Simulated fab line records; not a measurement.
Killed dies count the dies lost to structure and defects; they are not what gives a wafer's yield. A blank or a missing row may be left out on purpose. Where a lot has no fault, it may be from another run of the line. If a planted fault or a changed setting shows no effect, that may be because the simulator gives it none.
Matching of chambers + flow nandHarc + aldMetal-04 running NHARC_P_CONTACT_ALD_22: 4 sister chambers
The step deposits TiN, target thk 3 nm, pulse time 1 s, ald cycles 150. 8 wafers are shown with their chamber, then 7 later ones without.

## WAFERS PAIRED WITH THEIR CHAMBERS
| wafer  | chamber | heaterPowerW (W) | precursorPulseHeightRel |
|--------|---------|------------------|-------------------------|
| L078.5 | 1       | 1387             | 0.998                   |
| L084.4 | 1       | 1334             | 0.962                   |
| L084.6 | 3       | 1266             | 1.007                   |
| L089.1 | 3       | 1270             | 0.997                   |
| L089.3 | 0       | 1088             | 0.992                   |
| L089.4 | 2       | 1184             | 1.011                   |
| L091.2 | 0       | 1076             | 0.967                   |
| L091.3 | 2       | 1194             | 0.995                   |

## WAFERS WITH NO CHAMBER GIVEN
| wafer  | heaterPowerW (W) | precursorPulseHeightRel |
|--------|------------------|-------------------------|
| L091.4 | 1234             | 1.025                   |
| L093.1 | 1085             | 1.012                   |
| L093.3 | 1292             | 0.989                   |
| L093.5 | 1177             | 1.040                   |
| L097.2 | 1208             | 1.005                   |
| L097.3 | 1066             | 0.987                   |
| L097.6 | 1259             | 0.992                   |

## EACH ONE'S CHAMBER
| wafer  | from the rows above     | in truth |
|--------|-------------------------|----------|
| L091.4 | can't be placed: 3 or 2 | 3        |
| L093.1 | 0                       | 0        |
| L093.3 | 3                       | 3        |
| L093.5 | 2                       | 2        |
| L097.2 | 2                       | 2        |
| L097.3 | 0                       | 0        |
| L097.6 | 3                       | 3        |
Correct placement for 6 of the 7. These rows do not allow placing 1 (true chamber among the candidates in 1). Number placed wrongly: 0.
How it was worked out, from the rows above alone: a wafer's distance from a chamber is the root of the sum, over the readings, of the square of ((its reading less the chamber's mean) divided by the reading's scatter). If the next closest chamber is less than 2 further off than the closest, the wafer can't be placed; otherwise it belongs to the closest. The mean given for a chamber averages the wafers shown for that chamber. The scatter: take each reading less its chamber's mean, square it, sum over the shown wafers, divide by the number of wafers less the number of chambers, and take the root.
